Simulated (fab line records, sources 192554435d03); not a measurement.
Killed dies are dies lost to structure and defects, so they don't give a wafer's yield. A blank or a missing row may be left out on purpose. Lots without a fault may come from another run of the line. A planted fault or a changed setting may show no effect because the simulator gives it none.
fab line records | flow n5_finfet
record lots=12 wafers=36 last_day=17
route steps=1938 shown BEOL_M8@1392 BEOL_M9@1425
lots that met no fault: from a run of the same line without faults
start_h: hours from the record's first day to the start of the lot's first wafer shown | wait_h: hours since the lot's step before | " the same as in the row above | L1.1+2: a row that stands for several wafers | - no value, or no start given | * or withheld: withheld | < > ~ a bound
route shown NAME@n: a module of which the file shows steps, and the number in the route of the first | usual: mean/standard deviation of fault-free wafers | same: alike in all rows | chamber/n: place in a boat | sites: the reading at each site | _std_site: their standard deviation | _edge_site: outer sites' mean less inner sites' | radius_mm: how far each site lies from the wafer's centre | mask NAME#n: copy n | behind: the tool/chamber that last shaped the wafer | hold: why the lot was held/for how many hours/how that ended | device: the transistor (n, p or np) that didn't switch | end of line: the same wafers' tests at the end of the route | a step without rows: its recipe alone | killed: dies lost to structure and defects at the first sort, not the wafer's yield | map: a wafer's dies, x killed, . not, _ none there
set.NAME: the setting as run; set.NAME@STEP: as run at that earlier step | model.NAME: the simulator's own value behind a step, which no gauge read
steps of the route over a sample of lots; a table a step, a row a wafer
## steps
# step N5_BEOL_M8_SPUTTER_48
# recipe material=Cu target_thk_a=100 temp_c=-20 bias_v=60 power_w=26000 chamber_pressure_pa=0.13 time_s=1.667
# usual cathode_dc_power_W=26000/4.6 chuck_gas_flow_sccm=1.26/0.058 throttle_valve_pct=30.3/1.2
# columns lot.wafer tool chamber start_h wait_h cathode_dc_power_W chuck_gas_flow_sccm throttle_valve_pct
L166.2 pvd_sputter-03 - 202.56 0.1 26000 1.25 32.7
L166.3 " - " " 26005 1.29 32.1
L166.4 " - " " 26006 1.27 29.1
L167.1 pvd_sputter-01 - 218.78 0.1 25996 1.21 30.1
L167.2 " - " " 26002 1.24 29.2
L167.5 " - " " 26004 1.36 30.2
L168.2 pvd_sputter-02 - 224.25 0.3 25998 1.28 30.8
L168.4 " - " " 25988 1.30 28.5
L168.5 " - " " 26013 1.26 30.6
L169.3 pvd_sputter-03 - 229.02 0.2 25996 1.23 32.8
L169.5 " - " " 25991 1.36 32.0
L169.6 " - " " 25995 1.20 28.7
L173.1 pvd_sputter-01 - 252.95 0.2 26007 1.32 30.1
L173.2 " - " " 25996 1.18 30.3
L173.3 " - " " 25992 1.37 29.0
L176.1 pvd_sputter-03 - 253.66 0.1 26004 1.28 32.5
L176.3 " - " " 25999 1.24 28.9
L176.6 " - " " 25989 1.32 31.9
L175.2 pvd_sputter-01 - 268.81 0.1 26009 1.28 30.4
L175.5 " - " " 26000 1.19 30.3
L175.6 " - " " 25996 1.28 30.0
L178.3 pvd_sputter-02 - 277.59 0.1 26008 1.31 30.6
L178.4 " - " " 25999 1.34 30.7
L178.5 " - " " 25998 1.33 30.3
L177.2 pvd_sputter-02 - 279.37 0.1 26002 1.26 30.4
L177.5 " - " " 26002 1.25 30.6
L177.6 " - " " 26002 1.22 28.1
L180.2 pvd_sputter-02 - 296.34 1.7 26004 1.23 30.5
L180.3 " - " " 26002 1.20 28.4
L180.5 " - " " 26001 1.19 30.7
L187.1 pvd_sputter-02 - 318.97 0.1 26000 1.34 30.6
L187.2 " - " " 26012 1.35 30.6
L187.3 " - " " 25992 1.27 28.1
L188.1 pvd_sputter-01 - 335.70 0.2 25996 1.17 29.9
L188.3 " - " " 26005 1.29 29.1
L188.4 " - " " 26003 1.35 30.4
# step N5_BEOL_M8_INSPECT_58
# recipe inspect_instrument=darkfield mode=post_dep
# usual raw_defect_count=71/20
# columns lot.wafer tool chamber start_h wait_h raw_defect_count
L166.2 defect_inspect-02 - 203.81 0.0 64
L166.3 " - " " 88
L166.4 " - " " 128
L167.1 defect_inspect-02 - 219.74 0.0 72
L167.2 " - " " 77
L167.5 " - " " 51
L168.2 defect_inspect-02 - 225.85 0.0 63
L168.4 " - " " 92
L168.5 " - " " 47
L169.3 defect_inspect-01 - 230.01 0.0 59
L169.5 " - " " 58
L169.6 " - " " 62
L173.1 defect_inspect-02 - 253.91 0.0 98
L173.2 " - " " 77
L173.3 " - " " 89
L176.1 defect_inspect-02 - 254.62 0.0 70
L176.3 " - " " 73
L176.6 " - " " 66
L175.2 defect_inspect-01 - 269.92 0.0 79
L175.5 " - " " 115
L175.6 " - " " 93
L178.3 defect_inspect-01 - 278.64 0.0 73
L178.4 " - " " 70
L178.5 " - " " 83
L177.2 defect_inspect-02 - 280.34 0.0 72
L177.5 " - " " 40
L177.6 " - " " 72
L180.2 defect_inspect-01 - 297.30 0.0 54
L180.3 " - " " 59
L180.5 " - " " 41
L187.1 defect_inspect-01 - 319.96 0.0 31
L187.2 " - " " 62
L187.3 " - " " 74
L188.1 defect_inspect-01 - 336.66 0.0 87
L188.3 " - " " 51
L188.4 " - " " 64
# step N5_BEOL_M9_COAT_63
# recipe resist=SOC temp_c=250 time_s=60 spin_rpm=1500 resist_thk_nm=60
# usual exhaust_pa=45.2/0.91 spin_speed_rpm=1500.0/0.99
# columns lot.wafer tool chamber start_h wait_h exhaust_pa spin_speed_rpm
L166.2 litho_track-03 0 209.59 2.5 46.0 1497.3
L166.3 " 0 " " 46.8 1499.6
L166.4 " 0 " " 46.1 1499.1
L167.1 litho_track-04 0 224.08 0.3 44.6 1500.2
L167.2 " 0 " " 44.8 1498.3
L167.5 " 0 " " 45.6 1499.2
L168.2 litho_track-03 0 228.27 0.0 43.8 1499.5
L168.4 " 0 " " 45.3 1500.4
L168.5 " 0 " " 44.6 1500.0
L169.3 litho_track-04 0 232.96 0.0 47.1 1500.8
L169.5 " 0 " " 45.4 1501.4
L169.6 " 0 " " 46.1 1501.9
L173.1 litho_track-03 0 255.71 0.0 44.7 1500.9
L173.2 " 0 " " 46.9 1500.2
L173.3 " 0 " " 44.8 1500.6
L176.1 litho_track-04 0 258.00 0.7 43.7 1498.4
L176.3 " 0 " " 44.4 1500.9
L176.6 " 0 " " 43.2 1500.2
L175.2 litho_track-04 0 273.74 0.0 46.3 1500.1
L175.5 " 0 " " 44.8 1497.3
L175.6 " 0 " " 47.1 1499.0
L178.3 litho_track-02 0 281.31 0.0 45.5 1499.5
L178.4 " 0 " " 45.3 1498.2
L178.5 " 0 " " 45.9 1500.2
L177.2 litho_track-02 0 284.18 0.5 45.5 1500.3
L177.5 " 0 " " 46.4 1500.0
L177.6 " 0 " " 44.7 1500.2
L180.2 litho_track-02 0 299.28 0.2 45.8 1500.4
L180.3 " 0 " " 44.9 1500.5
L180.5 " 0 " " 44.8 1500.3
L187.1 litho_track-02 0 324.60 2.2 46.1 1171.4
L187.2 " 0 " " 45.8 1171.8
L187.3 " 0 " " 46.1 1171.2
L188.1 litho_track-02 0 339.41 0.0 45.0 1171.2
L188.3 " 0 " " 42.4 1172.5
L188.4 " 0 " " 44.8 1173.5
# step N5_BEOL_M9_OVL_MEAS_29
# recipe points_per_wafer=522
# usual V8_OVL=-0.1/0.66
# columns lot.wafer tool chamber start_h wait_h V8_OVL[nm]
L166.2 overlay-02 0 210.02 0.0 0.6
L166.3 " 0 " " -1.1
L166.4 " 0 " " -0.1
L167.1 overlay-01 0 224.53 0.1 0.1
L167.2 " 0 " " 1.2
L167.5 " 0 " " 0.0
L168.2 overlay-02 0 228.57 0.0 -0.1
L168.4 " 0 " " 0.1
L168.5 " 0 " " 0.3
L169.3 overlay-02 0 233.27 0.0 0.3
L169.5 " 0 " " 1.0
L169.6 " 0 " " 0.8
L173.1 overlay-01 0 256.13 0.0 0.2
L173.2 " 0 " " 0.2
L173.3 " 0 " " 0.4
L176.1 overlay-01 0 258.30 0.0 -0.3
L176.3 " 0 " " 0.4
L176.6 " 0 " " 0.5
L175.2 overlay-02 0 274.17 0.0 -0.1
L175.5 " 0 " " -0.3
L175.6 " 0 " " -0.1
L178.3 overlay-02 0 281.74 0.0 0.3
L178.4 " 0 " " -0.5
L178.5 " 0 " " -0.1
L177.2 overlay-02 0 284.61 0.0 0.2
L177.5 " 0 " " 0.6
L177.6 " 0 " " -0.7
L180.2 overlay-01 0 299.71 0.0 1.1
L180.3 " 0 " " 1.7
L180.5 " 0 " " 0.6
L187.1 overlay-02 0 324.89 0.0 -0.2
L187.2 " 0 " " -0.6
L187.3 " 0 " " -0.2
L188.1 overlay-02 0 339.83 0.0 0.5
L188.3 " 0 " " 0.2
L188.4 " 0 " " 0.8
## key
first_sign step=N5_BEOL_M9_COAT_63 reading=spin_speed_rpm direction=down sigmas=99+ usual=* struck=*
effect none on later readings
met_at N5_BEOL_M9_COAT_63
struck_lots L187,L188
not_acting_at N5_BEOL_M8_SPUTTER_48,N5_BEOL_M8_INSPECT_58,N5_BEOL_M9_OVL_MEAS_29
onset_between 299.28 324.60
fault kind=process_parameter_drift tool=litho_track-02 chamber=- onset_h=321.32 steps=N5_BEOL_M9_COAT_63 channel=spin_rpm offset=* shape=step end_h=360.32 acts_in=* stated=*
